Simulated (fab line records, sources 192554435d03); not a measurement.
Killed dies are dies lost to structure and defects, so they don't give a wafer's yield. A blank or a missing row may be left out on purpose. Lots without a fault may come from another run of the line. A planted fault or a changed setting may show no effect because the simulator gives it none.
Chamber matching | flow n5_finfet | N5_MOL_CONTACT_COAG_ETCH_66 on rie_diel-03: 4 sister chambers
The step etches SiARC in CF4, target depth 13 nm, time 21.7 s. 24 wafers are shown with their chamber, then 12 later ones without.

WAFERS WITH THEIR CHAMBER
wafer  | chamber | showerhead_plenum_p_Torr (Torr) | drypump_motor_current_A (A) | throttle_valve_pct (%)
L076.1 | 3       | 2.06                            | 6.3                         | 15.96
L076.3 | 0       | 2.23                            | 5.6                         | 15.57
L076.6 | 3       | 2.06                            | 6.3                         | 15.98
L077.1 | 3       | 2.05                            | 6.3                         | 15.98
L077.3 | 0       | 2.23                            | 5.7                         | 15.55
L077.6 | 2       | 2.17                            | 5.3                         | 15.89
L074.1 | 0       | 2.23                            | 5.7                         | 15.56
L074.5 | 2       | 2.17                            | 5.3                         | 15.90
L074.6 | 0       | 2.23                            | 5.6                         | 15.57
L079.3 | 2       | 2.17                            | 5.3                         | 15.89
L079.4 | 0       | 2.23                            | 5.7                         | 15.58
L079.6 | 3       | 2.05                            | 6.3                         | 15.98
L080.1 | 2       | 2.17                            | 5.3                         | 15.88
L080.3 | 3       | 2.05                            | 6.4                         | 15.99
L080.6 | 2       | 2.17                            | 5.3                         | 15.89
L082.1 | 2       | 2.17                            | 5.3                         | 15.92
L082.2 | 3       | 2.05                            | 6.3                         | 15.97
L082.4 | 2       | 2.17                            | 5.3                         | 15.92
L083.1 | 0       | 2.23                            | 5.7                         | 15.58
L083.2 | 1       | 2.15                            | 5.2                         | 15.57
L083.4 | 3       | 2.05                            | 6.4                         | 15.99
L085.2 | 3       | 2.05                            | 6.3                         | 16.02
L085.3 | 0       | 2.22                            | 5.7                         | 15.59
L085.6 | 1       | 2.15                            | 5.2                         | 15.54

SIGNATURES (means of the wafers above)
reading                  | chamber 0 | chamber 1 | chamber 2 | chamber 3 | scatter within a chamber
showerhead_plenum_p_Torr | 2.2286    | 2.1500    | 2.1700    | 2.0525    | 0.00343
drypump_motor_current_A  | 5.671     | 5.200     | 5.300     | 6.325     | 0.0383
throttle_valve_pct       | 15.5714   | 15.5550   | 15.8986   | 15.9838   | 0.0161
Rule: a wafer's distance from a chamber is the root of the sum, over the readings, of the square of ((its reading less the chamber's mean) divided by the reading's scatter). The wafer belongs to the nearest chamber; if the next one is less than 2 further off, it can't be placed. The scatter: the root of (the sum of the squares of (reading less its chamber's mean) over the shown wafers, divided by (wafers less chambers)).

WAFERS WITHOUT THEIR CHAMBER
wafer  | showerhead_plenum_p_Torr (Torr) | drypump_motor_current_A (A) | throttle_valve_pct (%)
L091.3 | 2.15                            | 5.2                         | 15.60
L091.5 | 2.16                            | 5.3                         | 15.96
L091.6 | 2.05                            | 6.3                         | 16.04
L092.3 | 2.16                            | 5.3                         | 15.95
L092.4 | 2.15                            | 5.2                         | 15.61
L092.6 | 2.16                            | 5.3                         | 15.94
L093.1 | 2.22                            | 5.7                         | 15.62
L093.2 | 2.16                            | 5.3                         | 15.96
L093.4 | 2.15                            | 5.2                         | 15.60
L097.2 | 2.30                            | 6.3                         | 15.56
L097.4 | 2.21                            | 5.7                         | 15.66
L097.5 | 2.14                            | 5.3                         | 15.62

WHICH CHAMBER EACH WENT THROUGH
wafer  | from the rows above | in truth
L091.3 | 1                   | 1
L091.5 | 2                   | 2
L091.6 | 3                   | 3
L092.3 | 2                   | 2
L092.4 | 1                   | 1
L092.6 | 2                   | 2
L093.1 | 0                   | 0
L093.2 | 2                   | 2
L093.4 | 1                   | 1
L097.2 | 0                   | 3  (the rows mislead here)
L097.4 | 0                   | 0
L097.5 | 1                   | 1
Placed correctly: 11 of 12. Can't be placed from these rows: 0. Placed wrongly: 1.
